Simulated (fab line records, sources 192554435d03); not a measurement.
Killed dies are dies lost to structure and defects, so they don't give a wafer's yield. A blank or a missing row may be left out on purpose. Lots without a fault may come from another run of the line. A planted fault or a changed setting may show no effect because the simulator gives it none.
Which tool did it? | flow n5_finfet | 12 lots, 36 wafers sampled, at 1 step of a route of 1938

WHAT THE GAUGES READ, wafer by wafer
N5_BEOL_M15_CD_MEAS_28: target cd 407.6 nm.
lot  | measured     | on        | cd_nm (nm)
L075 | day 11 14:28 | cd_sem-03 | 407.1 406.8 406.9
L076 | day 12 07:37 | cd_sem-02 | 408.0 407.3 408.1
L081 | day 13 01:24 | cd_sem-02 | 407.3 407.6 407.1
L079 | day 13 11:52 | cd_sem-01 | 409.4 410.0 409.3
L083 | day 13 13:55 | cd_sem-03 | 406.2 404.8 406.2
L086 | day 14 10:49 | cd_sem-03 | 406.5 407.5 406.9
L089 | day 14 19:13 | cd_sem-02 | 406.4 406.0 406.5
L088 | day 14 22:49 | cd_sem-02 | 407.9 407.0 406.8
L091 | day 15 17:17 | cd_sem-02 | 408.3 408.6 408.8
L092 | day 16 01:07 | cd_sem-02 | 408.7 409.5 408.5
L095 | day 17 07:29 | cd_sem-03 | 408.9 408.4 408.0
L096 | day 17 12:32 | cd_sem-03 | 409.2 409.7 410.1

WHICH TOOL RAN EACH LOT (tool, then ch and the chambers of the sampled wafers, then the start)
The record holds no process step before these readings.

THE ANSWER, worked out from the rows above alone
Rule: what is usual is taken from the lots themselves. Put in order of their means at a reading, lots are off if they are a third of the lots or fewer, leave a main group of 4 or more, and stand apart from it by a gap of 3 or more times the standard deviation of the main group's means; of several such gaps the widest counts. A main group whose means are all the same, to the digits that the tables above print for the reading, isn't used. A lot without any number at a reading at which 4 lots or more have one is off too. The other lots that the step has rows for count as sound.
No lot is off at any reading shown: from this, nothing can be told.

WHAT THE SIMULATOR HAD PUT IN
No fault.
